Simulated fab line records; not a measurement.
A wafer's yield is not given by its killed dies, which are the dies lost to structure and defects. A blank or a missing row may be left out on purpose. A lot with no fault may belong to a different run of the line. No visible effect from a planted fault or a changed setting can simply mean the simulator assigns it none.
Which tool is to blame? | flow nandHarc | Sampling: 24 lots, 72 wafers, 4 of 1159 route steps

WHAT THE GAUGES SHOWED, per wafer
NHARC_A_BLC_OVL_MEAS_11.
lot  | measured     | on         | overlayXNm (nm) | overlayYNm (nm)
L075 | day 17 15:37 | overlay-02 | -0.5 -0.1 -0.1  | 0.1 -0.2 0.0
L076 | day 17 15:59 | overlay-02 | 0.4 0.4 0.6     | -0.7 -1.6 -1.4
L078 | day 17 17:13 | overlay-02 | -0.9 -0.5 -0.1  | 0.5 0.7 0.2
L074 | day 17 19:23 | overlay-02 | -0.5 -1.0 -0.4  | 1.6 1.2 1.5
L079 | day 18 11:23 | overlay-02 | 1.0 1.0 1.0     | -0.6 0.0 -0.5
L077 | day 18 14:56 | overlay-02 | -0.7 -0.8 -1.0  | -0.2 -0.1 -0.5
L080 | day 19 01:26 | overlay-02 | 0.2 0.8 0.4     | 0.3 0.3 0.7
L081 | day 19 05:20 | overlay-02 | -0.4 -0.8 -0.4  | 1.5 2.0 1.3
L082 | day 19 13:56 | overlay-02 | 1.2 0.9 1.0     | 0.9 -0.5 0.2
L084 | day 19 14:39 | overlay-01 | 0.4 0.4 0.8     | 0.2 0.7 1.0
L083 | day 19 14:48 | overlay-02 | 0.3 0.4 0.5     | -1.1 -1.0 -1.0
L085 | day 20 03:11 | overlay-01 | 0.1 0.2 1.0     | 1.3 1.2 1.0
L086 | day 20 06:17 | overlay-02 | 1.2 1.2 0.9     | -0.3 0.1 0.5
L087 | day 20 09:17 | overlay-01 | -0.8 -0.7 -0.5  | 0.0 0.1 -0.3
L089 | day 20 12:59 | overlay-01 | 1.5 1.6 1.7     | 1.5 1.8 1.9
L088 | day 20 14:53 | overlay-02 | -0.1 -0.2 -1.2  | 0.8 1.2 0.7
L091 | day 21 08:54 | overlay-01 | 0.4 0.6 0.5     | 0.1 0.5 0.4
L090 | day 21 13:15 | overlay-02 | 1.1 0.4 0.6     | -0.4 -0.3 -0.6
L092 | day 21 13:54 | overlay-02 | -0.3 -0.5 -0.4  | -1.1 -0.6 -0.3
L095 | day 21 23:55 | overlay-02 | -1.4 -0.5 -0.3  | 0.3 0.0 -0.2
L093 | day 22 00:13 | overlay-01 | -0.4 0.6 0.1    | -0.5 -1.0 -0.7
L094 | day 22 09:02 | overlay-02 | 0.9 1.0 0.9     | -1.2 -0.5 -0.8
L096 | day 22 19:14 | overlay-01 | -0.4 -0.6 -0.1  | -2.1 -1.7 -1.9
L097 | day 22 20:01 | overlay-01 | 0.9 0.9 0.5     | 0.0 -0.4 -0.3

NHARC_A_M1_INSPECT_27.
lot  | measured     | on               | rawDefectCount
L075 | day 18 03:19 | defectInspect-02 | 350 381 422
L076 | day 18 03:35 | defectInspect-02 | 430 476 406
L078 | day 18 04:20 | defectInspect-02 | 519 508 688
L074 | day 18 06:14 | defectInspect-02 | 355 327 347
L079 | day 18 22:29 | defectInspect-02 | 401 357 611
L077 | day 19 02:05 | defectInspect-02 | 458 327 578
L080 | day 19 13:25 | defectInspect-01 | 506 462 480
L081 | day 19 21:05 | defectInspect-02 | 567 472 483
L082 | day 20 01:05 | defectInspect-02 | 793 409 748
L084 | day 20 02:29 | defectInspect-01 | 403 423 384
L083 | day 20 02:53 | defectInspect-01 | 407 342 386
L085 | day 20 15:13 | defectInspect-02 | 568 539 309
L086 | day 20 17:19 | defectInspect-01 | 391 452 391
L087 | day 20 20:20 | defectInspect-02 | 319 483 426
L089 | day 21 03:35 | defectInspect-02 | 405 431 494
L088 | day 21 06:27 | defectInspect-01 | 269 283 303
L091 | day 21 21:30 | defectInspect-01 | 601 545 465
L090 | day 22 00:41 | defectInspect-01 | 341 447 529
L092 | day 22 01:05 | defectInspect-01 | 399 319 385
L095 | day 22 13:11 | defectInspect-02 | 620 902 742
L093 | day 22 14:37 | defectInspect-01 | 387 498 427
L094 | day 22 20:59 | defectInspect-02 | 521 565 621
L096 | day 23 06:43 | defectInspect-01 | 357 537 387
L097 | day 23 07:10 | defectInspect-01 | 457 334 335

EACH LOT AND THE TOOL THAT RAN IT (in order: tool; ch and the chambers of the sampled wafers; start)
lot  | NHARC_A_M0_PVD_20                      | NHARC_A_M1_ETCH_28
L075 | pvdSputter-01, day 18 03:19 or earlier | rieDiel-02 ch 0,2,3, day 18 03:19 or earlier
L076 | pvdSputter-02, day 18 03:35 or earlier | rieDiel-03 ch 2,3, day 18 03:35 or earlier
L078 | pvdSputter-02, day 18 04:20 or earlier | rieDiel-08 ch 2,3, day 18 04:20 or earlier
L074 | pvdSputter-01, day 18 06:14 or earlier | rieDiel-08 ch 1,3, day 18 06:14 or earlier
L079 | pvdSputter-01, day 18 22:29 or earlier | rieDiel-02 ch 1,2, day 18 22:29 or earlier
L077 | pvdSputter-01, day 19 02:05 or earlier | rieDiel-08 ch 0,1, day 19 02:05 or earlier
L080 | pvdSputter-01, day 19 13:25 or earlier | rieDiel-03 ch 2,3, day 19 13:25 or earlier
L081 | pvdSputter-03, day 19 21:05 or earlier | rieDiel-08 ch 0,1,3, day 19 21:05 or earlier
L082 | pvdSputter-01, day 20 01:05 or earlier | rieDiel-08 ch 1,2, day 20 01:05 or earlier
L084 | pvdSputter-01, day 20 02:29 or earlier | rieDiel-08 ch 0,1,3, day 20 02:29 or earlier
L083 | pvdSputter-03, day 20 02:53 or earlier | rieDiel-02 ch 0,1, day 20 02:53 or earlier
L085 | pvdSputter-02, day 20 15:13 or earlier | rieDiel-02 ch 0,1,2, day 20 15:13 or earlier
L086 | pvdSputter-01, day 20 17:19 or earlier | rieDiel-08 ch 1,2,3, day 20 17:19 or earlier
L087 | pvdSputter-02, day 20 20:20 or earlier | rieDiel-08 ch 0,2,3, day 20 20:20 or earlier
L089 | pvdSputter-01, day 21 03:35 or earlier | rieDiel-03 ch 0,1,2, day 21 03:35 or earlier
L088 | pvdSputter-03, day 21 06:27 or earlier | rieDiel-02 ch 0,1,2, day 21 06:27 or earlier
L091 | pvdSputter-02, day 21 21:30 or earlier | rieDiel-08 ch 0,2,3, day 21 21:30 or earlier
L090 | pvdSputter-01, day 22 00:41 or earlier | rieDiel-08 ch 1,2,3, day 22 00:41 or earlier
L092 | pvdSputter-02, day 22 01:05 or earlier | rieDiel-02 ch 1,3, day 22 01:05 or earlier
L095 | pvdSputter-01, day 22 13:11 or earlier | rieDiel-08 ch 1,2, day 22 13:11 or earlier
L093 | pvdSputter-01, day 22 14:37 or earlier | rieDiel-02 ch 1,2, day 22 14:37 or earlier
L094 | pvdSputter-02, day 22 20:59 or earlier | rieDiel-02 ch 0,3, day 22 20:59 or earlier
L096 | pvdSputter-01, day 23 06:43 or earlier | rieDiel-03 ch 0,1,2, day 23 06:43 or earlier
L097 | pvdSputter-03, day 23 07:10 or earlier | rieDiel-08 ch 1,2,3, day 23 07:10 or earlier
- NHARC_A_M0_PVD_20: deposits TaN, target thk 5 nm, time 8.06 s.
- NHARC_A_M1_ETCH_28: etches the open film in CF4/N2, target depth 30 nm, time 72.99 s.

AS READ BY THE TOOLS THEMSELVES (means over the sampled wafers that have a number; for cases with no such wafer, the mark the record gives instead)
NHARC_A_M0_PVD_20.
lot  | tool          | throttleValvePct (%)
L075 | pvdSputter-01 | 30.2
L076 | pvdSputter-02 | 30.0
L078 | pvdSputter-02 | 29.5
L074 | pvdSputter-01 | 29.3
L079 | pvdSputter-01 | 29.4
L077 | pvdSputter-01 | 29.7
L080 | pvdSputter-01 | 30.1
L081 | pvdSputter-03 | 30.0
L082 | pvdSputter-01 | 30.3
L084 | pvdSputter-01 | 29.5
L083 | pvdSputter-03 | 30.1
L085 | pvdSputter-02 | 29.5
L086 | pvdSputter-01 | 28.7
L087 | pvdSputter-02 | 30.3
L089 | pvdSputter-01 | 29.4
L088 | pvdSputter-03 | 31.5
L091 | pvdSputter-02 | 30.3
L090 | pvdSputter-01 | 30.3
L092 | pvdSputter-02 | 30.4
L095 | pvdSputter-01 | 29.3
L093 | pvdSputter-01 | 30.3
L094 | pvdSputter-02 | 30.3
L096 | pvdSputter-01 | 30.1
L097 | pvdSputter-03 | 29.2

NHARC_A_M1_ETCH_28.
lot  | tool       | drypumpMotorCurrentA (A) | oesProductAu (a.u.) | rfVppV (V) | showerheadPlenumPTorr (Torr) | throttleValvePct (%)
L075 | rieDiel-02 | 5.6                      | 0.998               | 315.0      | 2.66                         | 19.794
L076 | rieDiel-03 | 5.8                      | 0.996               | 312.7      | 2.61                         | 19.790
L078 | rieDiel-08 | 5.7                      | 1.014               | 314.7      | 2.69                         | 19.794
L074 | rieDiel-08 | 5.7                      | 1.004               | 311.6      | 2.54                         | 19.794
L079 | rieDiel-02 | 5.5                      | 1.002               | 316.9      | 2.73                         | 19.778
L077 | rieDiel-08 | 5.6                      | 0.999               | 314.2      | 2.63                         | 19.795
L080 | rieDiel-03 | 5.8                      | 1.000               | 314.2      | 2.61                         | 19.790
L081 | rieDiel-08 | 5.6                      | 0.994               | 313.7      | 2.55                         | 19.803
L082 | rieDiel-08 | 5.6                      | 1.001               | 315.7      | 2.72                         | 19.789
L084 | rieDiel-08 | 5.6                      | 0.997               | 312.7      | 2.55                         | 19.793
L083 | rieDiel-02 | 6.0                      | 1.014               | 312.9      | 2.57                         | 19.783
L085 | rieDiel-02 | 5.8                      | 1.008               | 314.1      | 2.65                         | 19.790
L086 | rieDiel-08 | 5.7                      | 1.003               | 314.9      | 2.65                         | 19.788
L087 | rieDiel-08 | 5.6                      | 1.001               | 313.4      | 2.59                         | 19.795
L089 | rieDiel-03 | 6.0                      | 1.003               | 313.3      | 2.61                         | 19.796
L088 | rieDiel-02 | 5.8                      | 1.002               | 314.2      | 2.65                         | 19.802
L091 | rieDiel-08 | 5.6                      | 0.996               | 313.5      | 2.59                         | 19.801
L090 | rieDiel-08 | 5.6                      | 0.997               | 313.6      | 2.65                         | 19.796
L092 | rieDiel-02 | 6.1                      | 1.004               | 314.2      | 2.63                         | 19.794
L095 | rieDiel-08 | 5.6                      | 0.992               | 315.7      | 2.76                         | 19.793
L093 | rieDiel-02 | 5.6                      | 0.994               | 315.7      | 2.73                         | 19.801
L094 | rieDiel-02 | 5.9                      | 0.990               | 314.4      | 2.61                         | 19.795
L096 | rieDiel-03 | 6.0                      | 0.993               | 313.8      | 2.61                         | 19.806
L097 | rieDiel-08 | 5.7                      | 1.003               | 315.0      | 2.65                         | 19.800

THE ANSWER, worked out from the rows above alone
Rule: the usual values come from the lots themselves. The widest of any qualifying gaps counts: lots, ordered by their means at a reading, are off when they make up no more than a third of the lots, leave a main group of 4 or more, and stand apart from it by 3 or more times the standard deviation of that group's means. The tables above print the reading to a certain number of digits; a main group whose means all agree to those digits is not used. Also off: a lot with no number at a reading for which 4 or more lots have one. Where the step has rows for the other lots, those lots are counted as sound. The gauges are gone through in route order, then the tools' own readings, and for those a lot's mean is taken as printed above. At the first step where some lot is off, the reading lying furthest off is the one used; lots without a number count as furthest.
No lot is off on any of the readings shown, so nothing can be concluded from this.

WHAT THE SIMULATOR HAD INSERTED
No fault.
